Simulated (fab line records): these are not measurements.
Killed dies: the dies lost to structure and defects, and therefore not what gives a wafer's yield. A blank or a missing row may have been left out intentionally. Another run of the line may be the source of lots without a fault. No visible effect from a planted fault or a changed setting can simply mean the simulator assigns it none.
fab line records	flow n5-finfet
record lots=24	wafers=72	last-day=18
route steps=1938 shown HKMG_FIN@464 GATE_CUT@492
lots untouched by any fault: they come from a run of this same line in which no faults occurred
start-h: start of the lot's first displayed wafer, in hours after the record's first day	wait-h: time in hours since the lot's previous step	" same as the row above	L1.1+2: a single row standing in for several wafers	- no value, or no start was given	* or withheld: withheld	< > ~ a bound
route shown NAME@n: NAME is a module with steps in the file, n the number in the route of the first one	usual: average and standard deviation across the fault-free wafers	same: alike in all rows	chamber/n: place in a boat	sites: each site's reading	_std_site: their standard deviation	_edge_site: mean of outer sites minus mean of inner sites	radius-mm: how far each site lies from the wafer's centre	mask NAME#n: copy n	behind: the most recent tool/chamber to have shaped the wafer	hold: the reason the lot was held/the length of the hold in hours/how it ended	device: the transistor (n, p or np) that didn't switch	end of line: tests run on the same wafers once the route is complete	where a step has no rows: the recipe by itself	killed: dies lost to structure and defects at the first sort, not the wafer's yield	map: shows each die of a wafer: x if killed, . if not, _ if none is there
set.NAME: the setting the step ran with; set.NAME@STEP: the setting that earlier step ran with	model.NAME: the simulator's own value behind a step, which no gauge read
one table for each step of the route and one row for each wafer, over a sample of lots
services: when a tool's chamber went out of use (start-h, in hours from the record's first day, below 0 if earlier), for how many hours, and the reason
## steps
# step N5_HKMG_FIN_INSPECT_28
# recipe inspect-instrument=darkfield	mode=post-cmp
# usual raw-defect-count=41/20
lot.wafer	tool	chamber	start-h	wait-h	raw-defect-count
L074.1	defect-inspect-02	-	80.73	0.0	58
L074.2	"	-	"	"	47
L074.3	"	-	"	"	41
L075.3	defect-inspect-02	-	84.39	0.0	50
L075.4	"	-	"	"	48
L075.6	"	-	"	"	83
L076.2	defect-inspect-01	-	90.04	0.0	20
L076.4	"	-	"	"	53
L076.5	"	-	"	"	56
L077.3	defect-inspect-02	-	96.11	0.0	21
L077.4	"	-	"	"	30
L077.6	"	-	"	"	36
L078.2	defect-inspect-02	-	109.34	0.0	23
L078.4	"	-	"	"	19
L078.6	"	-	"	"	54
L079.3	defect-inspect-01	-	114.60	0.0	25
L079.4	"	-	"	"	30
L079.5	"	-	"	"	48
L080.2	defect-inspect-02	-	118.27	0.0	42
L080.3	"	-	"	"	42
L080.4	"	-	"	"	35
L081.1	defect-inspect-02	-	125.85	0.0	57
L081.4	"	-	"	"	35
L081.5	"	-	"	"	69
L082.1	defect-inspect-01	-	131.16	0.0	55
L082.5	"	-	"	"	54
L082.6	"	-	"	"	46
L083.2	defect-inspect-02	-	133.78	0.0	39
L083.3	"	-	"	"	32
L083.4	"	-	"	"	38
L084.1	defect-inspect-02	-	144.33	0.0	139
L084.2	"	-	"	"	93
L084.4	"	-	"	"	63
L085.4	defect-inspect-01	-	147.94	0.0	47
L085.5	"	-	"	"	50
L085.6	"	-	"	"	47
L086.1	defect-inspect-01	-	154.13	0.0	75
L086.3	"	-	"	"	36
L086.4	"	-	"	"	23
L087.3	defect-inspect-01	-	158.41	0.0	26
L087.5	"	-	"	"	53
L087.6	"	-	"	"	21
L088.3	defect-inspect-01	-	168.00	0.0	39
L088.5	"	-	"	"	18
L088.6	"	-	"	"	17
L089.3	defect-inspect-02	-	176.21	0.0	67
L089.5	"	-	"	"	39
L089.6	"	-	"	"	47
L090.1	defect-inspect-02	-	183.59	0.0	35
L090.4	"	-	"	"	24
L090.6	"	-	"	"	68
L091.1	defect-inspect-02	-	185.82	0.0	36
L091.3	"	-	"	"	35
L091.5	"	-	"	"	49
L092.2	defect-inspect-01	-	187.18	0.0	46
L092.4	"	-	"	"	55
L092.5	"	-	"	"	49
L093.2	defect-inspect-01	-	197.03	0.0	25
L093.3	"	-	"	"	40
L093.4	"	-	"	"	20
L094.2	defect-inspect-02	-	199.20	0.0	27
L094.4	"	-	"	"	23
L094.5	"	-	"	"	50
L095.2	defect-inspect-02	-	205.69	0.0	13
L095.5	"	-	"	"	26
L095.6	"	-	"	"	20
L096.2	defect-inspect-01	-	213.58	0.0	22
L096.3	"	-	"	"	22
L096.5	"	-	"	"	20
L097.2	defect-inspect-02	-	217.52	0.0	25
L097.3	"	-	"	"	11
L097.5	"	-	"	"	16
# step N5_GATE_CUT_ETCH_36
# recipe chemistry=CF4	target=SiARC	target-depth-a=130	mask-material=CAR-EUV	time-s=21.7	ion-energy-ev=80	pressure-mtorr=40	source-w=545	bias-w=36	Ar_flow_sccm=100	cf4-flow-sccm=100	ends=cleared
# usual chamber-pressure-mTorr=40.00/0.037	drypump-motor-current-A=5.7/0.42	etch-rf-on-time-s=21.4/0.57	oes-product-au=0.67/0.081	rf-vpp-V=184.4/1.3	showerhead-plenum-p-Torr=2.18/0.079	throttle-valve-pct=15.67/0.21
lot.wafer	tool	chamber	start-h	wait-h	chamber-pressure-mTorr	drypump-motor-current-A	etch-rf-on-time-s	oes-product-au	rf-hours-counter-h	rf-vpp-V	showerhead-plenum-p-Torr	throttle-valve-pct
L074.1	rie-diel-01	2	84.48	0.0	39.93	5.5	21.4	0.65	177	184.7	2.22	15.78
L074.2	"	1	"	"	40.03	5.2	22.5	0.60	183	184.6	2.24	15.86
L074.3	"	3	"	"	39.99	6.3	22.2	0.59	233	182.9	2.19	15.56
L075.3	rie-diel-06	0	88.15	0.0	40.02	5.5	22.1	0.58	240	183.6	2.12	15.88
L075.4	"	3	"	"	40.04	5.1	21.8	0.59	228	184.1	2.13	15.87
L075.6	"	1	"	"	40.04	5.2	21.5	0.74	-	184.3	2.26	15.73
L076.2	rie-diel-06	3	94.14	0.0	39.97	5.1	21.4	0.59	230	183.7	2.13	15.87
L076.4	"	2	"	"	39.98	6.2	20.5	0.62	184	185.7	2.21	15.43
L076.5	"	3	"	"	40.02	5.1	21.4	0.59	-	182.6	2.13	15.86
L077.3	rie-diel-02	1	100.03	0.0	40.02	5.8	21.2	0.65	151	185.1	2.14	15.56
L077.4	"	3	"	"	39.95	6.3	21.6	0.67	105	181.7	1.97	15.56
L077.6	"	3	"	"	39.97	6.3	21.9	0.66	-	182.5	1.97	15.57
L078.2	rie-diel-06	3	113.18	0.0	40.04	5.1	21.4	0.58	235	182.6	2.12	15.88
L078.4	"	1	"	"	40.04	5.2	21.3	0.73	45	184.6	2.26	15.75
L078.6	"	3	"	"	40.05	5.1	21.4	0.58	-	183.5	2.12	15.88
L079.3	rie-diel-06	0	118.85	0.0	40.02	5.5	22.2	0.57	249	183.1	2.11	15.90
L079.4	"	2	"	"	39.99	6.2	20.6	0.62	190	184.5	2.21	15.43
L079.5	"	3	"	"	40.00	5.1	21.6	0.59	-	183.8	2.12	15.87
L080.2	rie-diel-01	2	123.27	0.0	39.95	5.5	21.6	0.63	190	183.5	2.22	15.81
L080.3	"	2	"	"	40.02	5.5	21.5	0.64	-	185.9	2.22	15.79
L080.4	"	3	"	"	40.00	6.4	22.6	0.58	-	185.1	2.19	15.58
L081.1	rie-diel-06	3	129.87	0.0	40.04	5.1	21.9	0.57	242	182.8	2.12	15.90
L081.4	"	2	"	"	39.97	6.2	20.8	0.61	-	185.0	2.21	15.43
L081.5	"	1	"	"	39.96	5.2	21.5	0.71	-	185.2	2.26	15.78
L082.1	rie-diel-02	1	135.33	0.0	40.00	5.8	21.2	0.62	161	183.2	2.14	15.58
L082.5	"	2	"	"	39.97	5.7	21.1	0.81	-	184.7	2.27	15.49
L082.6	"	1	"	"	39.99	5.8	21.0	0.63	-	184.3	2.14	15.58
L083.2	rie-diel-02	0	137.69	0.0	40.04	5.7	21.5	0.64	164	186.4	2.22	15.87
L083.3	"	1	"	"	39.98	5.8	21.4	0.63	162	184.9	2.14	15.58
L083.4	"	2	"	"	40.05	5.7	21.4	0.80	18	186.0	2.27	15.50
L084.1	rie-diel-06	3	148.26	0.0	40.00	5.1	21.8	0.58	248	185.3	2.12	15.91
L084.2	"	2	"	"	40.01	6.2	20.6	0.62	201	187.3	2.20	15.45
L084.4	"	1	"	"	40.01	5.2	21.2	0.71	57	186.8	2.26	15.79
L085.4	rie-diel-01	1	152.23	0.0	40.02	5.2	22.2	0.59	-	187.7	2.23	15.88
L085.5	"	2	"	"	40.02	5.5	21.2	0.63	-	185.1	2.21	15.82
L085.6	"	0	"	"	40.03	5.9	21.9	0.60	-	183.9	2.11	15.96
L086.1	rie-diel-06	1	158.27	0.0	39.97	5.3	20.9	0.71	60	184.7	2.26	15.77
L086.3	"	0	"	"	39.98	5.5	21.4	0.81	5	183.7	2.11	15.42
L086.4	"	0	"	"	39.97	5.5	21.1	0.82	-	183.1	2.11	15.43
L087.3	rie-diel-06	1	162.73	0.0	40.02	5.2	21.0	0.71	62	183.6	2.26	15.80
L087.5	"	2	"	"	39.97	6.2	20.1	0.62	-	186.7	2.20	15.45
L087.6	"	0	"	"	40.00	5.5	21.1	0.81	-	184.1	2.11	15.43
L088.3	rie-diel-06	1	171.88	0.0	39.99	5.2	21.1	0.71	64	187.3	2.26	15.79
L088.5	"	0	"	"	39.96	5.5	21.3	0.80	-	183.2	2.11	15.45
L088.6	"	1	"	"	40.05	5.2	21.3	0.71	-	184.6	2.26	15.81
L089.3	rie-diel-02	0	180.09	0.0	40.01	5.7	22.1	0.61	177	183.0	2.21	15.89
L089.5	"	2	"	"	40.08	5.7	21.5	0.78	-	185.8	2.27	15.52
L089.6	"	3	"	"	40.00	6.3	22.1	0.65	-	181.4	1.97	15.59
L090.1	rie-diel-06	0	187.48	0.0	40.01	5.5	21.1	0.80	14	183.0	2.11	15.46
L090.4	"	3	"	"	40.04	5.1	20.6	0.85	6	182.5	2.12	15.49
L090.6	"	2	"	"	39.95	6.2	20.5	0.61	-	185.1	2.20	15.46
L091.1	rie-diel-06	3	189.70	0.0	39.99	5.1	20.5	0.85	6	183.1	2.12	15.49
L091.3	"	0	"	"	40.02	5.5	21.2	0.79	14	183.7	2.11	15.45
L091.5	"	0	"	"	39.99	5.5	21.3	0.79	-	183.6	2.11	15.45
L092.2	rie-diel-01	3	191.94	0.0	39.95	6.3	22.0	0.80	4	185.1	2.18	15.09
L092.4	"	1	"	"	40.01	5.2	22.2	0.58	213	185.0	2.23	15.93
L092.5	"	2	"	"	39.98	5.5	21.6	0.63	-	184.9	2.21	15.87
L093.2	rie-diel-02	3	201.40	0.0	40.02	6.3	21.7	0.65	137	182.0	1.96	15.63
L093.3	"	2	"	"	40.03	5.7	21.5	0.76	40	185.6	2.27	15.54
L093.4	"	2	"	"	39.93	5.7	21.4	0.76	-	185.5	2.27	15.55
L094.2	rie-diel-01	2	204.21	0.0	40.05	5.5	21.4	0.62	219	184.9	2.21	15.87
L094.4	"	3	"	"	39.98	6.4	22.1	0.77	9	184.0	2.18	15.08
L094.5	"	0	"	"	40.04	5.9	22.0	0.59	-	183.0	2.10	16.00
L095.2	rie-diel-06	3	210.17	0.0	39.97	5.1	20.5	0.82	16	184.1	2.11	15.53
L095.5	"	1	"	"	40.07	5.2	21.2	0.70	-	185.2	2.25	15.81
L095.6	"	2	"	"	39.99	6.2	20.6	0.60	-	185.3	2.20	15.48
L096.2	rie-diel-01	3	217.79	0.0	39.97	6.3	22.0	0.76	15	185.3	2.18	15.11
L096.3	"	2	"	"	39.95	5.5	21.2	0.62	225	184.8	2.21	15.87
L096.5	"	1	"	"	40.01	5.2	22.0	0.58	-	186.0	2.22	15.95
L097.2	rie-diel-02	0	221.36	0.0	40.03	5.7	21.7	0.62	195	185.4	2.21	15.94
L097.3	"	2	"	"	40.02	5.7	21.5	0.76	49	185.8	2.26	15.56
L097.5	"	1	"	"	40.04	5.8	21.2	0.62	-	184.4	2.13	15.62
# step N5_GATE_CUT_VAPOR_ETCH_48
# recipe chemistry=BCl3/Cl2	target=TiN	mode=isotropic
# usual drypump-motor-current-A=5.7/0.47	oes-product-au=0.76/0.087
lot.wafer	tool	chamber	start-h	wait-h	drypump-motor-current-A	oes-product-au
L074.1	rie-metal-03	0	85.06	0.0	6.3	0.81
L074.2	"	1	"	"	6.0	0.81
L074.3	"	0	"	"	6.3	0.81
L075.3	rie-metal-03	0	88.68	0.0	6.3	0.81
L075.4	"	1	"	"	6.0	0.80
L075.6	"	1	"	"	6.0	0.81
L076.2	rie-metal-01	1	94.66	0.0	5.1	0.80
L076.4	"	1	"	"	5.0	0.81
L076.5	"	1	"	"	5.0	0.81
L077.3	rie-metal-03	1	100.57	0.0	6.0	0.81
L077.4	"	0	"	"	6.3	0.81
L077.6	"	1	"	"	6.0	0.81
L078.2	rie-metal-03	0	113.70	0.0	6.3	0.80
L078.4	"	1	"	"	6.0	0.81
L078.6	"	0	"	"	6.3	0.80
L079.3	rie-metal-01	1	119.38	0.0	5.1	0.80
L079.4	"	0	"	"	5.5	0.63
L079.5	"	1	"	"	5.0	0.81
L080.2	rie-metal-02	0	123.94	0.0	5.2	0.92
L080.3	"	0	"	"	5.2	0.91
L080.4	"	1	"	"	5.4	0.61
L081.1	rie-metal-03	1	130.39	0.0	6.0	0.79
L081.4	"	0	"	"	6.3	0.79
L081.5	"	1	"	"	6.0	0.79
L082.1	rie-metal-02	1	135.85	0.0	5.4	0.61
L082.5	"	1	"	"	5.4	0.61
L082.6	"	0	"	"	5.3	0.91
L083.2	rie-metal-01	0	138.21	0.0	5.5	0.63
L083.3	"	0	"	"	5.5	0.62
L083.4	"	1	"	"	5.0	0.80
L084.1	rie-metal-03	0	148.78	0.0	6.3	0.78
L084.2	"	1	"	"	6.0	0.79
L084.4	"	1	"	"	6.0	0.80
L085.4	rie-metal-03	1	152.75	0.0	6.0	0.78
L085.5	"	0	"	"	6.3	0.78
L085.6	"	1	"	"	6.0	0.77
L086.1	rie-metal-02	1	158.79	0.0	5.4	0.60
L086.3	"	0	"	"	5.2	0.88
L086.4	"	1	"	"	5.4	0.60
L087.3	rie-metal-03	1	163.25	0.0	6.0	0.78
L087.5	"	1	"	"	6.0	0.79
L087.6	"	0	"	"	6.3	0.78
L088.3	rie-metal-01	1	172.40	0.0	5.0	0.80
L088.5	"	1	"	"	5.1	0.80
L088.6	"	0	"	"	5.5	0.62
L089.3	rie-metal-01	1	180.62	0.0	5.0	0.80
L089.5	"	0	"	"	5.5	0.62
L089.6	"	1	"	"	5.0	0.79
L090.1	rie-metal-03	0	188.00	0.0	6.3	0.78
L090.4	"	0	"	"	6.3	0.78
L090.6	"	1	"	"	6.0	0.78
L091.1	rie-metal-03	1	190.22	0.0	6.0	0.78
L091.3	"	0	"	"	6.3	0.77
L091.5	"	1	"	"	6.0	0.78
L092.2	rie-metal-01	1	192.46	0.0	5.0	0.79
L092.4	"	0	"	"	5.5	0.62
L092.5	"	1	"	"	5.0	0.80
L093.2	rie-metal-02	1	201.92	0.0	5.4	0.60
L093.3	"	0	"	"	5.2	0.87
L093.4	"	1	"	"	5.4	0.59
L094.2	rie-metal-01	1	204.73	0.0	5.0	0.79
L094.4	"	1	"	"	5.0	0.78
L094.5	"	0	"	"	5.5	0.61
L095.2	rie-metal-01	1	210.69	0.0	5.0	0.79
L095.5	"	0	"	"	5.5	0.61
L095.6	"	1	"	"	5.0	0.78
L096.2	rie-metal-03	1	218.31	0.0	6.0	0.77
L096.3	"	0	"	"	6.3	0.78
L096.5	"	1	"	"	6.0	0.77
L097.2	rie-metal-03	1	221.88	0.0	6.0	0.77
L097.3	"	1	"	"	6.0	0.78
L097.5	"	1	"	"	6.0	0.77
# step N5_GATE_CUT_VAPOR_ETCH_49
# recipe chemistry=BCl3/Cl2	target=TiAlC	mode=isotropic
# usual drypump-motor-current-A=5.7/0.47	oes-product-au=0.76/0.087
lot.wafer	tool	chamber	start-h	wait-h	drypump-motor-current-A	oes-product-au
L074.1	rie-metal-03	0	85.10	0.0	6.3	0.81
L074.2	"	1	"	"	6.0	0.81
L074.3	"	0	"	"	6.3	0.81
L075.3	rie-metal-03	0	88.71	0.0	6.3	0.80
L075.4	"	1	"	"	6.0	0.81
L075.6	"	1	"	"	6.0	0.81
L076.2	rie-metal-01	1	94.69	0.0	5.0	0.81
L076.4	"	1	"	"	5.0	0.82
L076.5	"	1	"	"	5.0	0.81
L077.3	rie-metal-03	1	100.60	0.0	6.0	0.80
L077.4	"	0	"	"	6.3	0.80
L077.6	"	1	"	"	6.0	0.81
L078.2	rie-metal-03	0	113.73	0.0	6.3	0.80
L078.4	"	1	"	"	6.0	0.80
L078.6	"	0	"	"	6.3	0.80
L079.3	rie-metal-01	1	119.41	0.0	5.0	0.81
L079.4	"	0	"	"	5.5	0.63
L079.5	"	1	"	"	5.0	0.80
L080.2	rie-metal-02	0	123.97	0.0	5.2	0.91
L080.3	"	0	"	"	5.3	0.92
L080.4	"	1	"	"	5.4	0.61
L081.1	rie-metal-03	1	130.42	0.0	6.0	0.80
L081.4	"	0	"	"	6.3	0.79
L081.5	"	1	"	"	6.0	0.79
L082.1	rie-metal-02	1	135.88	0.0	5.4	0.61
L082.5	"	1	"	"	5.4	0.61
L082.6	"	0	"	"	5.2	0.91
L083.2	rie-metal-01	0	138.24	0.0	5.5	0.62
L083.3	"	0	"	"	5.5	0.62
L083.4	"	1	"	"	5.0	0.80
L084.1	rie-metal-03	0	148.81	0.0	6.3	0.79
L084.2	"	1	"	"	6.0	0.79
L084.4	"	1	"	"	6.0	0.79
L085.4	rie-metal-03	1	152.78	0.0	6.0	0.79
L085.5	"	0	"	"	6.3	0.79
L085.6	"	1	"	"	6.0	0.80
L086.1	rie-metal-02	1	158.82	0.0	5.4	0.60
L086.3	"	0	"	"	5.2	0.89
L086.4	"	1	"	"	5.4	0.61
L087.3	rie-metal-03	1	163.28	0.0	6.0	0.79
L087.5	"	1	"	"	6.0	0.79
L087.6	"	0	"	"	6.3	0.78
L088.3	rie-metal-01	1	172.43	0.0	5.0	0.81
L088.5	"	1	"	"	5.0	0.80
L088.6	"	0	"	"	5.5	0.63
L089.3	rie-metal-01	1	180.65	0.0	5.0	0.80
L089.5	"	0	"	"	5.5	0.62
L089.6	"	1	"	"	5.0	0.80
L090.1	rie-metal-03	0	188.03	0.0	6.3	0.78
L090.4	"	0	"	"	6.3	0.77
L090.6	"	1	"	"	6.0	0.78
L091.1	rie-metal-03	1	190.25	0.0	6.0	0.77
L091.3	"	0	"	"	6.3	0.76
L091.5	"	1	"	"	6.0	0.78
L092.2	rie-metal-01	1	192.49	0.0	5.0	0.80
L092.4	"	0	"	"	5.5	0.62
L092.5	"	1	"	"	5.0	0.80
L093.2	rie-metal-02	1	201.95	0.0	5.5	0.59
L093.3	"	0	"	"	5.3	0.87
L093.4	"	1	"	"	5.4	0.60
L094.2	rie-metal-01	1	204.76	0.0	5.0	0.79
L094.4	"	1	"	"	5.0	0.79
L094.5	"	0	"	"	5.5	0.61
L095.2	rie-metal-01	1	210.72	0.0	5.1	0.80
L095.5	"	0	"	"	5.5	0.62
L095.6	"	1	"	"	5.0	0.80
L096.2	rie-metal-03	1	218.34	0.0	6.0	0.77
L096.3	"	0	"	"	6.3	0.78
L096.5	"	1	"	"	6.0	0.77
L097.2	rie-metal-03	1	221.91	0.0	6.0	0.78
L097.3	"	1	"	"	6.0	0.77
L097.5	"	1	"	"	6.0	0.78
# step N5_GATE_CUT_CMP_43
# recipe material=SiO2	post-cmp-clean=rinse-only
# usual motor-current-A=12.1/1.3
lot.wafer	tool	chamber	start-h	wait-h	motor-current-A
L074.2	cmp-02	2	87.17	0.0	12.6
L074.1	"	3	"	"	13.2
L074.3	"	1	"	"	13.3
L075.3	cmp-02	1	91.73	0.3	13.1
L075.4	"	2	"	"	12.2
L075.6	"	3	"	"	13.8
L076.4	cmp-04	1	97.07	0.0	9.4
L076.2	"	2	"	"	11.8
L076.5	"	2	"	"	11.5
L077.4	cmp-01	3	102.72	0.1	13.7
L077.3	"	1	"	"	10.6
L077.6	"	2	"	"	11.4
L078.2	cmp-04	1	115.94	0.2	9.6
L078.4	"	2	"	"	11.9
L078.6	"	0	"	"	11.0
L079.3	cmp-04	0	121.45	0.0	10.8
L079.4	"	3	"	"	13.0
L079.5	"	1	"	"	9.4
L080.2	cmp-04	1	126.61	0.0	9.7
L080.4	"	3	"	"	13.2
L080.3	"	0	"	"	10.8
L081.4	cmp-01	2	132.47	0.0	10.8
L081.1	"	1	"	"	11.2
L081.5	"	2	"	"	10.7
L082.1	cmp-01	2	137.94	0.0	10.4
L082.6	"	2	"	"	11.1
L082.5	"	3	"	"	13.4
L083.4	cmp-02	3	140.29	0.0	14.3
L083.2	"	0	"	"	11.6
L083.3	"	1	"	"	13.1
L084.4	cmp-02	0	150.85	0.0	11.3
L084.1	"	2	"	"	12.2
L084.2	"	3	"	"	14.5
L085.4	cmp-04	1	154.91	0.1	9.5
L085.6	"	0	"	"	11.4
L085.5	"	1	"	"	9.7
L086.4	cmp-01	3	161.24	0.2	13.3
L086.3	"	0	"	"	13.1
L086.1	"	1	"	"	10.8
L087.3	cmp-01	1	165.57	0.3	11.0
L087.6	"	2	"	"	10.8
L087.5	"	3	"	"	13.8
L088.3	cmp-04	3	174.96	0.5	12.9
L088.5	"	2	"	"	12.1
L088.6	"	3	"	"	12.3
L089.3	cmp-02	0	182.93	0.3	11.5
L089.6	"	1	"	"	12.6
L089.5	"	2	"	"	12.4
L090.4	cmp-01	1	190.71	0.2	10.6
L090.1	"	2	"	"	10.6
L090.6	"	3	"	"	13.7
L091.3	cmp-02	2	192.51	0.0	11.7
L091.1	"	1	"	"	13.0
L091.5	"	3	"	"	13.9
L092.4	cmp-02	1	194.54	0.0	12.8
L092.2	"	3	"	"	14.3
L092.5	"	2	"	"	11.9
L093.4	cmp-01	3	205.80	0.0	13.0
L093.2	"	0	"	"	13.4
L093.3	"	2	"	"	11.1
L094.4	cmp-04	0	207.49	0.0	10.8
L094.2	"	2	"	"	11.6
L094.5	"	0	"	"	11.3
L095.2	cmp-04	2	213.07	0.3	11.6
L095.5	"	3	"	"	13.7
L095.6	"	0	"	"	11.1
L096.3	cmp-02	3	220.99	0.0	13.9
L096.2	"	1	"	"	12.5
L096.5	"	0	"	"	11.6
L097.2	cmp-01	3	224.04	0.0	13.1
L097.3	"	0	"	"	12.5
L097.5	"	3	"	"	13.9
# step N5_GATE_CUT_CMP_61
# recipe stop-on=SiNx	t-overpolish-s=3	post-cmp-clean=alkaline-brush	down-force-psi=4	platen-rpm=27.09	pad-velocity-m-s=0.539
# usual motor-current-A=12.1/1.3	platen-rpm=27.088/0.021
lot.wafer	tool	chamber	start-h	wait-h	motor-current-A	platen-rpm
L074.2	cmp-02	2	87.65	0.4	11.8	27.085
L074.1	"	3	"	"	13.5	27.072
L074.3	"	1	"	"	13.6	27.080
L075.3	cmp-02	1	92.11	0.3	13.1	27.086
L075.4	"	2	"	"	12.2	27.116
L075.6	"	3	"	"	14.4	27.065
L076.4	cmp-04	1	97.55	0.4	10.3	27.062
L076.2	"	2	"	"	11.3	27.089
L076.5	"	2	"	"	11.3	27.075
L077.4	cmp-01	3	103.15	0.3	13.7	27.102
L077.3	"	1	"	"	10.8	27.082
L077.6	"	2	"	"	10.4	27.068
L078.2	cmp-04	1	116.32	0.3	9.6	27.100
L078.4	"	2	"	"	11.4	27.109
L078.6	"	0	"	"	10.9	27.086
L079.3	cmp-04	0	121.93	0.4	11.5	27.081
L079.4	"	3	"	"	12.5	27.080
L079.5	"	1	"	"	10.1	27.093
L080.2	cmp-04	1	127.09	0.4	9.3	27.138
L080.4	"	3	"	"	13.1	27.097
L080.3	"	0	"	"	11.2	27.087
L081.4	cmp-01	2	132.95	0.4	11.3	27.081
L081.1	"	1	"	"	10.7	27.080
L081.5	"	2	"	"	10.9	27.070
L082.1	cmp-01	2	138.42	0.4	10.5	27.076
L082.6	"	2	"	"	10.9	27.098
L082.5	"	3	"	"	13.6	27.084
L083.4	cmp-02	3	140.77	0.4	14.4	27.073
L083.2	"	0	"	"	12.0	27.055
L083.3	"	1	"	"	12.7	27.062
L084.4	cmp-02	0	151.33	0.4	11.7	27.085
L084.1	"	2	"	"	11.9	27.109
L084.2	"	3	"	"	13.9	27.088
L085.4	cmp-04	1	155.34	0.3	10.2	27.082
L085.6	"	0	"	"	11.0	27.069
L085.5	"	1	"	"	9.7	27.092
L086.4	cmp-01	3	161.67	0.3	13.4	27.074
L086.3	"	0	"	"	13.4	27.085
L086.1	"	1	"	"	11.0	27.105
L087.3	cmp-01	1	165.90	0.2	10.9	27.101
L087.6	"	2	"	"	11.3	27.078
L087.5	"	3	"	"	13.6	27.099
L088.3	cmp-04	3	175.39	0.3	13.5	27.074
L088.5	"	2	"	"	11.5	27.091
L088.6	"	3	"	"	13.4	27.106
L089.3	cmp-02	0	183.26	0.2	11.8	27.082
L089.6	"	1	"	"	13.8	27.077
L089.5	"	2	"	"	11.4	27.125
L090.4	cmp-01	1	191.09	0.3	10.8	27.067
L090.1	"	2	"	"	11.0	27.071
L090.6	"	3	"	"	12.7	27.080
L091.3	cmp-02	2	192.99	0.4	12.0	27.084
L091.1	"	1	"	"	13.9	27.087
L091.5	"	3	"	"	14.3	27.064
L092.4	cmp-02	1	195.02	0.4	13.3	27.091
L092.2	"	3	"	"	13.7	27.071
L092.5	"	2	"	"	12.5	27.088
L093.4	cmp-01	3	206.28	0.4	12.2	27.096
L093.2	"	0	"	"	12.7	27.142
L093.3	"	2	"	"	10.6	27.106
L094.4	cmp-04	0	207.97	0.4	11.3	27.096
L094.2	"	2	"	"	12.2	27.125
L094.5	"	0	"	"	11.6	27.078
L095.2	cmp-04	2	213.40	0.2	10.8	27.091
L095.5	"	3	"	"	12.5	27.078
L095.6	"	0	"	"	10.9	27.083
L096.3	cmp-02	3	221.47	0.4	14.0	27.166
L096.2	"	1	"	"	12.9	27.101
L096.5	"	0	"	"	11.5	27.097
L097.2	cmp-01	3	224.52	0.4	12.5	27.080
L097.3	"	0	"	"	13.5	27.072
L097.5	"	3	"	"	14.0	27.099
## services
tool	chamber	start-h	hours	kind
rie-diel-06	3	62.83	13.2	repair
rie-diel-01	1	109.26	19.6	repair
rie-metal-01	0	111.16	7.1	repair
cmp-02	-	114.77	1.3	repair
rie-diel-01	0	121.21	7.5	repair
rie-diel-06	0	123.19	-	clean
rie-diel-06	0	123.19	-	consumable-replace:focus-ring
rie-diel-06	0	123.19	19.6	scheduled-down
cmp-02	-	126.55	0.4	repair
cmp-01	-	127.62	1.1	repair
rie-metal-01	-	133.84	1.4	pm
rie-metal-01	-	143.50	28.1	pm
rie-diel-01	3	148.32	7.9	repair
cmp-02	-	158.67	5.4	repair
cmp-02	-	171.19	4.0	pm
cmp-01	-	173.37	2.0	repair
cmp-02	-	175.19	-	consumable-replace:conditioner
cmp-02	-	175.19	-	consumable-replace:pad
cmp-04	-	191.92	2.2	repair
rie-diel-02	1	196.13	24.9	repair
cmp-04	-	201.79	0.5	repair
cmp-02	-	213.75	2.0	repair
rie-diel-01	2	218.89	6.3	repair
cmp-04	-	220.89	4.0	pm
## key
fault none
